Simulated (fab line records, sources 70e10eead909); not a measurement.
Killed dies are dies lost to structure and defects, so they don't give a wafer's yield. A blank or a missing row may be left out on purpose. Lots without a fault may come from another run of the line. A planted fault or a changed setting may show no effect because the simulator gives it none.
Problem report in the 8D (eight disciplines) form, filled by code | flow nand_harc | the parts of the form that need people (team, actions taken, sign-off) are left out

1. THE PROBLEM
killed_at_array at NHARC_END_SORT_01 reads a mean of 128 on 9 wafers of 3 lots; wafers without a fault read 28 with a standard deviation of 10. That is +10 standard deviations from the usual mean.
First seen on wafer L600.1, day 23 11:35, on prober-02. The record holds 9 wafers of 3 lots with a number at this step. Rule for "out", or "out of limits": more than 4 standard deviations from the usual mean. The other wafers with a number count as sound.

2. WHAT IT IS AND WHAT IT IS NOT
question                    | is                           | is not
which readings at this step | killed_at_array, killed_dies | killed_at_periphery, killed_short
which lots                  | L596, L598, L600             | -
which wafers of those lots  | all that have a number       | -
read on which gauges        | prober-01, prober-02         | -
when                        | from day 23 11:35            | up to then (0 sound wafers)

3. SUSPECTS, AND WHAT RULES EACH OUT
Counting: a tool at a process step up to the reading stays a suspect if it ran every lot that is out and no sound lot after the first of them.
- the gauge at NHARC_END_SORT_01: ruled out. The wafers that are out were read on 2 gauges (prober-01, prober-02).
- cvd_w-02 at NHARC_A_WL_FILL_CVD_03 (deposits W, target thk 40 nm, time 3302 s): kept. It ran every lot that is out, first L600 (day 18 10:43), and no sound lot after that.
- pvd_sputter-02 at NHARC_A_BONDPAD_PVD_17 (deposits TaN, target thk 5 nm, time 8.06 s): kept. It ran every lot that is out, first L600 (day 22 23:46), and no sound lot after that. NHARC_A_BONDPAD_PVD_17 gives no start for some lots, so the hours and the order of its lots are those of NHARC_THIN_TSV_DEGAS_49.
Left after counting: cvd_w-02 at NHARC_A_WL_FILL_CVD_03, pvd_sputter-02 at NHARC_A_BONDPAD_PVD_17.

4. THE CAUSE (what the simulator had put in)
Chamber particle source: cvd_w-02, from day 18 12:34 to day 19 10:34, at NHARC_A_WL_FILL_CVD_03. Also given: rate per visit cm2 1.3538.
Counting left 2 suspects, and this tool is among them.

5. THE CHAIN OF EFFECTS, in route order
Each row: a reading whose mean over the struck wafers that have a number lies more than 3 standard deviations from the usual. Only readings for which the record gives a usual standard deviation are gone through. hours: the time from each lot's start at the first step in this table that gives one to its start at this step, as a median over the lots. sigmas: the change in usual standard deviations.
hours | step              | reading         | usual | on struck wafers | change | sigmas
0     | NHARC_END_SORT_01 | killed_at_array | 28    | 128              | +100   | +10
0     | NHARC_END_SORT_01 | killed_dies     | 31    | 131              | +100   | +10

6. WHAT WOULD HAVE CAUGHT IT SOONER
In this record the first reading out of limits at a measuring or inspecting step was taken at day 23 11:35, 119 hours after the fault began at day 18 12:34.
Of the tool readings at NHARC_A_WL_FILL_CVD_03 for which the record gives a usual standard deviation, none was out on any struck wafer, so an alarm limit of 4 standard deviations on them would not have fired.
All the lots that are out (3) had begun NHARC_A_WL_FILL_CVD_03 on cvd_w-02 by day 23 11:35. A hold on the tool at that time would have spared none of them.
